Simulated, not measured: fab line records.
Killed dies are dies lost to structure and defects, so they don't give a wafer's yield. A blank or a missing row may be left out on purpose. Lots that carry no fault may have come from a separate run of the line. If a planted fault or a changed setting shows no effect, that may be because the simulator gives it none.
What tool caused it? || flow n5-finfet || 7 lots with 19 wafers sampled at 9 steps, on a route of 1938 steps

## WHAT THE GAUGES SHOWED, per wafer
N5_BEOL_M0_SAQP_THK_MEAS_05. Usual: 60.0 nm for thk-nm, sd 0.78.
{"lot": "L501", "measured": "day 5 16:31", "on": "film-metro-02", "thk-nm (nm)": "59.7 61.8 60.6", "flag": ""}
{"lot": "L502", "measured": "day 5 21:36", "on": "film-metro-02", "thk-nm (nm)": "59.5 60.5 61.1", "flag": ""}
{"lot": "L504", "measured": "day 6 09:20", "on": "film-metro-01", "thk-nm (nm)": "59.4 60.9 61.2", "flag": ""}
{"lot": "L512", "measured": "day 8 09:58", "on": "film-metro-01", "thk-nm (nm)": "59.7 60.5 60.0", "flag": ""}
{"lot": "L519", "measured": "day 10 07:59", "on": "film-metro-02", "thk-nm (nm)": "59.2 60.4", "flag": ""}
{"lot": "L520", "measured": "day 10 10:10", "on": "film-metro-02", "thk-nm (nm)": "59.7 60.4", "flag": ""}
{"lot": "L523", "measured": "day 11 10:14", "on": "film-metro-01", "thk-nm (nm)": "60.1 60.4 60.5", "flag": ""}

N5_BEOL_M0_SAQP_OVL_MEAS_15. Usual: M0_CORE_OVL typically reads -0.1 nm, with standard deviation 0.98.
{"lot": "L501", "measured": "day 5 17:02", "on": "overlay-02", "M0_CORE_OVL (nm)": "-0.7 -1.5 -0.3", "flag": ""}
{"lot": "L502", "measured": "day 5 22:07", "on": "overlay-02", "M0_CORE_OVL (nm)": "-0.2 -0.1 0.6", "flag": ""}
{"lot": "L504", "measured": "day 6 09:51", "on": "overlay-01", "M0_CORE_OVL (nm)": "0.6 -0.2 0.3", "flag": ""}
{"lot": "L512", "measured": "day 8 10:28", "on": "overlay-01", "M0_CORE_OVL (nm)": "-0.1 0.0 -0.2", "flag": ""}
{"lot": "L519", "measured": "day 10 08:25", "on": "overlay-02", "M0_CORE_OVL (nm)": "0.2 -0.2", "flag": ""}
{"lot": "L520", "measured": "day 10 10:41", "on": "overlay-02", "M0_CORE_OVL (nm)": "-2.0 -0.7", "flag": ""}
{"lot": "L523", "measured": "day 11 10:38", "on": "overlay-01", "M0_CORE_OVL (nm)": "0.9 0.3 0.6", "flag": ""}

N5_BEOL_M0_SAQP_CD_MEAS_25: the cd target is 13.1 nm. Usual: 12.79 nm for cd-nm, sd 0.2.
{"lot": "L501", "measured": "day 5 18:55", "on": "cd-sem-03", "cd-nm (nm)": "13.11 12.87 12.71", "flag": ""}
{"lot": "L502", "measured": "day 5 23:57", "on": "cd-sem-03", "cd-nm (nm)": "12.80 12.81 12.57", "flag": ""}
{"lot": "L504", "measured": "day 6 11:41", "on": "cd-sem-02", "cd-nm (nm)": "12.91 12.70 13.00", "flag": ""}
{"lot": "L512", "measured": "day 8 12:55", "on": "cd-sem-02", "cd-nm (nm)": "12.78 12.50 12.28", "flag": ""}
{"lot": "L519", "measured": "day 10 10:05", "on": "cd-sem-02", "cd-nm (nm)": "- 12.95", "flag": ""}
{"lot": "L520", "measured": "day 10 14:16", "on": "cd-sem-02", "cd-nm (nm)": "12.61 -", "flag": ""}
{"lot": "L523", "measured": "day 11 12:15", "on": "cd-sem-02", "cd-nm (nm)": "12.95 12.64 12.80", "flag": ""}

N5_BEOL_M0_SAQP_CD_MEAS_29: the cd target is 14.4 nm. Usual: 15.00 nm for cd-nm, sd 0.22.
{"lot": "L501", "measured": "day 5 20:40", "on": "cd-sem-03", "cd-nm (nm)": "14.86 14.77 14.71", "flag": ""}
{"lot": "L502", "measured": "day 6 01:49", "on": "cd-sem-03", "cd-nm (nm)": "15.09 15.02 14.83", "flag": ""}
{"lot": "L504", "measured": "day 6 13:41", "on": "cd-sem-02", "cd-nm (nm)": "15.03 14.95 14.90", "flag": ""}
{"lot": "L512", "measured": "day 8 14:43", "on": "cd-sem-02", "cd-nm (nm)": "15.06 15.12 14.98", "flag": ""}
{"lot": "L519", "measured": "day 10 12:51", "on": "cd-sem-02", "cd-nm (nm)": "- 14.57", "flag": ""}
{"lot": "L520", "measured": "day 10 16:36", "on": "cd-sem-02", "cd-nm (nm)": "14.91 -", "flag": ""}
{"lot": "L523", "measured": "day 11 14:02", "on": "cd-sem-03", "cd-nm (nm)": "15.01 15.02 14.96", "flag": ""}

N5_BEOL_M4_RC_MEAS_101. Usual: DIBL_N 36.3 mV/V, standard deviation 1.6; DIBL_P 36.5 mV/V, standard deviation 1.6; IOFF_N 0.163 nA/um, standard deviation 0.026; IOFF_P 0.22 nA/um, standard deviation 0.033; ION_N 676 uA/um, standard deviation 9.9; ION_P 464 uA/um, standard deviation 6.5; SS_N 71.5 mV/dec, standard deviation 0.5; SS_P 73.3 mV/dec, standard deviation 0.64; VT_N 249.3 mV, standard deviation 2.9; VT_P -250 mV, standard deviation 3.2.
{"lot": "L501", "measured": "day 9 01:08", "on": "prober-01", "DIBL_N (mV/V)": "37.5 38.1 38.2", "DIBL_P (mV/V)": "36.8 38.0 38.0", "IOFF_N (nA/um)": "0.167 0.175 0.187", "IOFF_P (nA/um)": "0.23 0.25 0.26", "ION_N (uA/um)": "666 671 680", "ION_P (uA/um)": "457 462 468", "SS_N (mV/dec)": "71.6 71.3 72.5", "SS_P (mV/dec)": "74.2 73.7 74.3", "VT_N (mV)": "248.8 248.0 248.9", "VT_P (mV)": "-249 -244 -246", "flag": ""}
{"lot": "L502", "measured": "day 9 08:17", "on": "prober-02", "DIBL_N (mV/V)": "36.5 38.0 35.6", "DIBL_P (mV/V)": "35.4 37.1 34.9", "IOFF_N (nA/um)": "0.157 0.188 0.149", "IOFF_P (nA/um)": "0.23 0.26 0.22", "ION_N (uA/um)": "674 685 695", "ION_P (uA/um)": "461 476 479", "SS_N (mV/dec)": "72.0 72.2 71.3", "SS_P (mV/dec)": "72.8 73.8 73.0", "VT_N (mV)": "251.4 244.5 246.2", "VT_P (mV)": "-249 -245 -246", "flag": ""}
{"lot": "L504", "measured": "day 9 14:32", "on": "prober-01", "DIBL_N (mV/V)": "36.8 37.4 37.0", "DIBL_P (mV/V)": "37.1 37.5 37.0", "IOFF_N (nA/um)": "0.165 0.176 0.153", "IOFF_P (nA/um)": "0.22 0.24 0.22", "ION_N (uA/um)": "687 699 674", "ION_P (uA/um)": "468 479 462", "SS_N (mV/dec)": "71.1 71.5 71.9", "SS_P (mV/dec)": "72.8 73.6 73.2", "VT_N (mV)": "247.6 247.3 249.2", "VT_P (mV)": "-248 -248 -251", "flag": ""}
{"lot": "L512", "measured": "day 11 20:50", "on": "prober-01", "DIBL_N (mV/V)": "37.5 34.1 36.3", "DIBL_P (mV/V)": "35.6 32.7 35.0", "IOFF_N (nA/um)": "0.161 0.115 0.142", "IOFF_P (nA/um)": "0.20 0.16 0.19", "ION_N (uA/um)": "663 668 655", "ION_P (uA/um)": "456 463 449", "SS_N (mV/dec)": "71.9 70.8 71.8", "SS_P (mV/dec)": "73.3 72.8 72.9", "VT_N (mV)": "252.3 254.0 250.3", "VT_P (mV)": "-250 -252 -253", "flag": ""}
{"lot": "L519", "measured": "day 13 19:38", "on": "prober-01", "DIBL_N (mV/V)": 34.3, "DIBL_P (mV/V)": 34.0, "IOFF_N (nA/um)": 0.123, "IOFF_P (nA/um)": 0.20, "ION_N (uA/um)": 665, "ION_P (uA/um)": 459, "SS_N (mV/dec)": 71.0, "SS_P (mV/dec)": 73.1, "VT_N (mV)": 254.4, "VT_P (mV)": -248, "flag": ""}
{"lot": "L520", "measured": "day 13 16:39", "on": "prober-01", "DIBL_N (mV/V)": 35.0, "DIBL_P (mV/V)": 37.9, "IOFF_N (nA/um)": 0.145, "IOFF_P (nA/um)": 0.21, "ION_N (uA/um)": 680, "ION_P (uA/um)": 470, "SS_N (mV/dec)": 70.8, "SS_P (mV/dec)": 72.1, "VT_N (mV)": 248.1, "VT_P (mV)": -250, "flag": ""}
{"lot": "L523", "measured": "day 14 08:29", "on": "prober-01", "DIBL_N (mV/V)": "36.3 36.5 38.5", "DIBL_P (mV/V)": "35.8 35.5 39.0", "IOFF_N (nA/um)": "0.173 0.165 0.217", "IOFF_P (nA/um)": "0.24 0.23 0.30", "ION_N (uA/um)": "681 671 696", "ION_P (uA/um)": "463 462 473", "SS_N (mV/dec)": "71.5 72.0 72.0", "SS_P (mV/dec)": "73.2 74.0 74.1", "VT_N (mV)": "246.1 247.7 243.8", "VT_P (mV)": "-246 -246 -245", "flag": ""}

## WHAT TOOL EACH LOT RAN ON (gives the tool, then ch and the chambers of the sampled wafers, and finally the start)
{"lot": "L501", "N5_BEOL_M0_SAQP_PECVD_96": "pecvd-03 ch 0,1,2, day 5 16:20", "N5_BEOL_M0_SAQP_ETCH_84": "rie-diel-06 ch 1,2,3, day 5 17:11", "N5_BEOL_M0_SAQP_MANDREL_ETCH_20": "rie-si-04 ch 0,1,2, day 5 17:23", "N5_BEOL_M0_SAQP_SPACER1_ETCHBACK_99": "rie-diel-05 ch 0,1, day 5 18:43"}
{"lot": "L502", "N5_BEOL_M0_SAQP_PECVD_96": "pecvd-04 ch 0,1, day 5 21:25", "N5_BEOL_M0_SAQP_ETCH_84": "rie-diel-05 ch 1,2, day 5 22:18", "N5_BEOL_M0_SAQP_MANDREL_ETCH_20": "rie-si-05 ch 1,2,3, day 5 22:29", "N5_BEOL_M0_SAQP_SPACER1_ETCHBACK_99": "rie-diel-05 ch 0,2, day 5 23:45"}
{"lot": "L504", "N5_BEOL_M0_SAQP_PECVD_96": "pecvd-03 ch 1,2, day 6 09:10", "N5_BEOL_M0_SAQP_ETCH_84": "rie-diel-05 ch 1,3, day 6 09:59", "N5_BEOL_M0_SAQP_MANDREL_ETCH_20": "rie-si-02 ch 0,3, day 6 10:11", "N5_BEOL_M0_SAQP_SPACER1_ETCHBACK_99": "rie-diel-05 ch 0,1, day 6 11:29"}
{"lot": "L512", "N5_BEOL_M0_SAQP_PECVD_96": "pecvd-04 ch 1,2, day 8 09:46", "N5_BEOL_M0_SAQP_ETCH_84": "rie-diel-05 ch 0,2,3, day 8 10:44", "N5_BEOL_M0_SAQP_MANDREL_ETCH_20": "rie-si-04 ch 1,2,3, day 8 10:55", "N5_BEOL_M0_SAQP_SPACER1_ETCHBACK_99": "rie-diel-05 ch 1,2,3, day 8 12:44"}
{"lot": "L519", "N5_BEOL_M0_SAQP_PECVD_96": "pecvd-04 ch 1, day 10 07:49", "N5_BEOL_M0_SAQP_ETCH_84": "rie-diel-05 ch 0,2, day 10 08:34", "N5_BEOL_M0_SAQP_MANDREL_ETCH_20": "rie-si-02 ch 2,3, day 10 08:45", "N5_BEOL_M0_SAQP_SPACER1_ETCHBACK_99": "rie-diel-02 ch 1,3, day 10 09:53"}
{"lot": "L520", "N5_BEOL_M0_SAQP_PECVD_96": "pecvd-03 ch 1, day 10 09:56", "N5_BEOL_M0_SAQP_ETCH_84": "rie-diel-05 ch 0,2, day 10 10:49", "N5_BEOL_M0_SAQP_MANDREL_ETCH_20": "rie-si-02 ch 0,2, day 10 11:01", "N5_BEOL_M0_SAQP_SPACER1_ETCHBACK_99": "rie-diel-06 ch 2,3, day 10 14:04"}
{"lot": "L523", "N5_BEOL_M0_SAQP_PECVD_96": "pecvd-03 ch 0,1,2, day 11 10:04", "N5_BEOL_M0_SAQP_ETCH_84": "rie-diel-06 ch 0,2,3, day 11 10:47", "N5_BEOL_M0_SAQP_MANDREL_ETCH_20": "rie-si-05 ch 0,1,3, day 11 10:58", "N5_BEOL_M0_SAQP_SPACER1_ETCHBACK_99": "rie-diel-06 ch 0,2,3, day 11 12:04"}
- N5_BEOL_M0_SAQP_PECVD_96: deposits a-Si from SiH4/He, target thk 45 nm, time 45.2 s.
- N5_BEOL_M0_SAQP_ETCH_84: etches SOC in N2/H2, target depth 100 nm, overetch 20 nm, time 150 s.
- N5_BEOL_M0_SAQP_MANDREL_ETCH_20: etches a-Si in HBr/Cl2, stops on SiNx, target depth 60 nm, bt time 10 s, time 30 s.
- N5_BEOL_M0_SAQP_SPACER1_ETCHBACK_99: etches SiO2 in CHF3/O2, target depth 15.4 nm, time 7.7 s.

## AS READ BY THE TOOLS THEMSELVES (means over the sampled wafers that have a number; for cases with no such wafer, the mark the record gives instead)
N5_BEOL_M0_SAQP_PECVD_96. Usual: heater-power-w 638 W, standard deviation 58; showerhead-plenum-p-Torr 5.68 Torr, standard deviation 0.035; throttle-valve-pct 18.5 %, standard deviation 1.2.
{"lot": "L501", "tool": "pecvd-03", "heater-power-w (W)": 648, "showerhead-plenum-p-Torr (Torr)": 5.70, "throttle-valve-pct (%)": 18.7, "flag": ""}
{"lot": "L502", "tool": "pecvd-04", "heater-power-w (W)": 665, "showerhead-plenum-p-Torr (Torr)": 5.68, "throttle-valve-pct (%)": 18.4, "flag": ""}
{"lot": "L504", "tool": "pecvd-03", "heater-power-w (W)": 668, "showerhead-plenum-p-Torr (Torr)": 5.70, "throttle-valve-pct (%)": 19.3, "flag": ""}
{"lot": "L512", "tool": "pecvd-04", "heater-power-w (W)": 646, "showerhead-plenum-p-Torr (Torr)": 5.67, "throttle-valve-pct (%)": 17.5, "flag": ""}
{"lot": "L519", "tool": "pecvd-04", "heater-power-w (W)": 691, "showerhead-plenum-p-Torr (Torr)": 5.69, "throttle-valve-pct (%)": 17.1, "flag": ""}
{"lot": "L520", "tool": "pecvd-03", "heater-power-w (W)": 708, "showerhead-plenum-p-Torr (Torr)": 5.72, "throttle-valve-pct (%)": 19.5, "flag": ""}
{"lot": "L523", "tool": "pecvd-03", "heater-power-w (W)": 636, "showerhead-plenum-p-Torr (Torr)": 5.70, "throttle-valve-pct (%)": 18.1, "flag": ""}

N5_BEOL_M0_SAQP_ETCH_84. Usual: value, then standard deviation, for each; chamber-pressure-mTorr 30.00 mTorr / 0.035; drypump-motor-current-A 5.7 A / 0.33; n2-flow-sccm 200.1 sccm / 0.51; oes-product-au 0.70 a.u. / 0.069; rf-vpp-V 522.9 V / 3; showerhead-plenum-p-Torr 2.51 Torr / 0.1; throttle-valve-pct 17.87 % / 0.23.
{"lot": "L501", "tool": "rie-diel-06", "chamber-pressure-mTorr (mTorr)": 30.01, "drypump-motor-current-A (A)": 5.7, "n2-flow-sccm (sccm)": 199.9, "oes-product-au (a.u.)": 0.66, "rf-vpp-V (V)": 519.6, "showerhead-plenum-p-Torr (Torr)": 2.40, "throttle-valve-pct (%)": 18.01, "flag": ""}
{"lot": "L502", "tool": "rie-diel-05", "chamber-pressure-mTorr (mTorr)": 29.98, "drypump-motor-current-A (A)": 5.7, "n2-flow-sccm (sccm)": 200.3, "oes-product-au (a.u.)": 0.70, "rf-vpp-V (V)": 525.8, "showerhead-plenum-p-Torr (Torr)": 2.58, "throttle-valve-pct (%)": 17.58, "flag": ""}
{"lot": "L504", "tool": "rie-diel-05", "chamber-pressure-mTorr (mTorr)": 30.00, "drypump-motor-current-A (A)": 5.3, "n2-flow-sccm (sccm)": 200.2, "oes-product-au (a.u.)": 0.84, "rf-vpp-V (V)": 523.5, "showerhead-plenum-p-Torr (Torr)": 2.49, "throttle-valve-pct (%)": 17.70, "flag": ""}
{"lot": "L512", "tool": "rie-diel-05", "chamber-pressure-mTorr (mTorr)": 30.00, "drypump-motor-current-A (A)": 6.0, "n2-flow-sccm (sccm)": 200.4, "oes-product-au (a.u.)": 0.71, "rf-vpp-V (V)": 523.9, "showerhead-plenum-p-Torr (Torr)": 2.55, "throttle-valve-pct (%)": 17.70, "flag": ""}
{"lot": "L519", "tool": "rie-diel-05", "chamber-pressure-mTorr (mTorr)": 30.00, "drypump-motor-current-A (A)": 6.1, "n2-flow-sccm (sccm)": 200.6, "oes-product-au (a.u.)": 0.61, "rf-vpp-V (V)": 524.4, "showerhead-plenum-p-Torr (Torr)": 2.58, "throttle-valve-pct (%)": 17.71, "flag": ""}
{"lot": "L520", "tool": "rie-diel-05", "chamber-pressure-mTorr (mTorr)": 29.99, "drypump-motor-current-A (A)": 6.1, "n2-flow-sccm (sccm)": 199.4, "oes-product-au (a.u.)": 0.61, "rf-vpp-V (V)": 524.8, "showerhead-plenum-p-Torr (Torr)": 2.58, "throttle-valve-pct (%)": 17.72, "flag": ""}
{"lot": "L523", "tool": "rie-diel-06", "chamber-pressure-mTorr (mTorr)": 29.99, "drypump-motor-current-A (A)": 5.6, "n2-flow-sccm (sccm)": 199.9, "oes-product-au (a.u.)": 0.73, "rf-vpp-V (V)": 525.3, "showerhead-plenum-p-Torr (Torr)": 2.60, "throttle-valve-pct (%)": 17.86, "flag": ""}

N5_BEOL_M0_SAQP_MANDREL_ETCH_20. Usual: HBr_flow_sccm 150.0 sccm, standard deviation 0.47; chamber-pressure-mTorr 9.999 mTorr, standard deviation 0.01; drypump-motor-current-A 5.8 A, standard deviation 0.42; oes-product-au 0.771 a.u., standard deviation 0.011; throttle-valve-pct 35.29 %, standard deviation 0.3.
{"lot": "L501", "tool": "rie-si-04", "HBr_flow_sccm (sccm)": 150.0, "chamber-pressure-mTorr (mTorr)": 9.997, "drypump-motor-current-A (A)": 6.0, "oes-product-au (a.u.)": 0.777, "throttle-valve-pct (%)": 35.40, "flag": ""}
{"lot": "L502", "tool": "rie-si-05", "HBr_flow_sccm (sccm)": 150.4, "chamber-pressure-mTorr (mTorr)": 9.990, "drypump-motor-current-A (A)": 5.6, "oes-product-au (a.u.)": 0.771, "throttle-valve-pct (%)": 34.99, "flag": ""}
{"lot": "L504", "tool": "rie-si-02", "HBr_flow_sccm (sccm)": 149.9, "chamber-pressure-mTorr (mTorr)": 9.994, "drypump-motor-current-A (A)": 5.8, "oes-product-au (a.u.)": 0.769, "throttle-valve-pct (%)": 35.19, "flag": ""}
{"lot": "L512", "tool": "rie-si-04", "HBr_flow_sccm (sccm)": 150.2, "chamber-pressure-mTorr (mTorr)": 10.007, "drypump-motor-current-A (A)": 5.9, "oes-product-au (a.u.)": 0.777, "throttle-valve-pct (%)": 35.26, "flag": ""}
{"lot": "L519", "tool": "rie-si-02", "HBr_flow_sccm (sccm)": 149.7, "chamber-pressure-mTorr (mTorr)": 9.998, "drypump-motor-current-A (A)": 6.2, "oes-product-au (a.u.)": 0.623, "throttle-valve-pct (%)": 35.69, "flag": "OFF"}
{"lot": "L520", "tool": "rie-si-02", "HBr_flow_sccm (sccm)": 149.8, "chamber-pressure-mTorr (mTorr)": 10.003, "drypump-motor-current-A (A)": 5.5, "oes-product-au (a.u.)": 0.577, "throttle-valve-pct (%)": 35.88, "flag": "OFF"}
{"lot": "L523", "tool": "rie-si-05", "HBr_flow_sccm (sccm)": 149.8, "chamber-pressure-mTorr (mTorr)": 9.996, "drypump-motor-current-A (A)": 5.9, "oes-product-au (a.u.)": 0.775, "throttle-valve-pct (%)": 35.10, "flag": ""}

N5_BEOL_M0_SAQP_SPACER1_ETCHBACK_99. Usual: chamber-pressure-mTorr 30.005 mTorr, standard deviation 0.027; drypump-motor-current-A 5.7 A, standard deviation 0.33; oes-product-au 0.79 a.u., standard deviation 0.083; rf-vpp-V 522 V, standard deviation 4.8; showerhead-plenum-p-Torr 2.40 Torr, standard deviation 0.11; throttle-valve-pct 18.96 %, standard deviation 0.24.
{"lot": "L501", "tool": "rie-diel-05", "chamber-pressure-mTorr (mTorr)": 30.022, "drypump-motor-current-A (A)": 5.8, "oes-product-au (a.u.)": 0.81, "rf-vpp-V (V)": 521, "showerhead-plenum-p-Torr (Torr)": 2.40, "throttle-valve-pct (%)": 18.86, "flag": ""}
{"lot": "L502", "tool": "rie-diel-05", "chamber-pressure-mTorr (mTorr)": 30.024, "drypump-motor-current-A (A)": 6.1, "oes-product-au (a.u.)": 0.73, "rf-vpp-V (V)": 523, "showerhead-plenum-p-Torr (Torr)": 2.47, "throttle-valve-pct (%)": 18.76, "flag": ""}
{"lot": "L504", "tool": "rie-diel-05", "chamber-pressure-mTorr (mTorr)": 29.982, "drypump-motor-current-A (A)": 5.5, "oes-product-au (a.u.)": 0.85, "rf-vpp-V (V)": 517, "showerhead-plenum-p-Torr (Torr)": 2.39, "throttle-valve-pct (%)": 18.85, "flag": ""}
{"lot": "L512", "tool": "rie-diel-05", "chamber-pressure-mTorr (mTorr)": 30.005, "drypump-motor-current-A (A)": 5.6, "oes-product-au (a.u.)": 0.85, "rf-vpp-V (V)": 520, "showerhead-plenum-p-Torr (Torr)": 2.41, "throttle-valve-pct (%)": 18.75, "flag": ""}
{"lot": "L519", "tool": "rie-diel-02", "chamber-pressure-mTorr (mTorr)": 29.992, "drypump-motor-current-A (A)": 6.0, "oes-product-au (a.u.)": 0.54, "rf-vpp-V (V)": 528, "showerhead-plenum-p-Torr (Torr)": 2.46, "throttle-valve-pct (%)": 19.05, "flag": "OFF"}
{"lot": "L520", "tool": "rie-diel-06", "chamber-pressure-mTorr (mTorr)": 30.017, "drypump-motor-current-A (A)": 5.6, "oes-product-au (a.u.)": 0.61, "rf-vpp-V (V)": 523, "showerhead-plenum-p-Torr (Torr)": 2.43, "throttle-valve-pct (%)": 18.83, "flag": ""}
{"lot": "L523", "tool": "rie-diel-06", "chamber-pressure-mTorr (mTorr)": 30.010, "drypump-motor-current-A (A)": 5.6, "oes-product-au (a.u.)": 0.80, "rf-vpp-V (V)": 521, "showerhead-plenum-p-Torr (Torr)": 2.46, "throttle-valve-pct (%)": 18.92, "flag": ""}

## THE ANSWER, worked out from the rows above alone
Rule: lot off if the mean of its wafers having a number is beyond 3 standard deviations from the usual mean. A lot without any number at a reading at which 4 lots or more have one is off too. All remaining lots with rows at the step are treated as sound. After the gauges, taken in route order, come the tools' own readings; for these a lot's mean is taken, as printed above. The first step at which some lot is off is used, and at that step the reading that is off furthest; a lot without a number counts as furthest.
Off: L519, L520 (N5_BEOL_M0_SAQP_MANDREL_ETCH_20, oes-product-au).
A tool fits if, at that step or a process step before it, it ran every lot that is off, and no sound lot after the first of them. Can't be told from this: 2 tools fit, rie-diel-05 at N5_BEOL_M0_SAQP_ETCH_84, rie-si-02 at N5_BEOL_M0_SAQP_MANDREL_ETCH_20.

## WHAT WAS PUT IN BY THE SIMULATOR
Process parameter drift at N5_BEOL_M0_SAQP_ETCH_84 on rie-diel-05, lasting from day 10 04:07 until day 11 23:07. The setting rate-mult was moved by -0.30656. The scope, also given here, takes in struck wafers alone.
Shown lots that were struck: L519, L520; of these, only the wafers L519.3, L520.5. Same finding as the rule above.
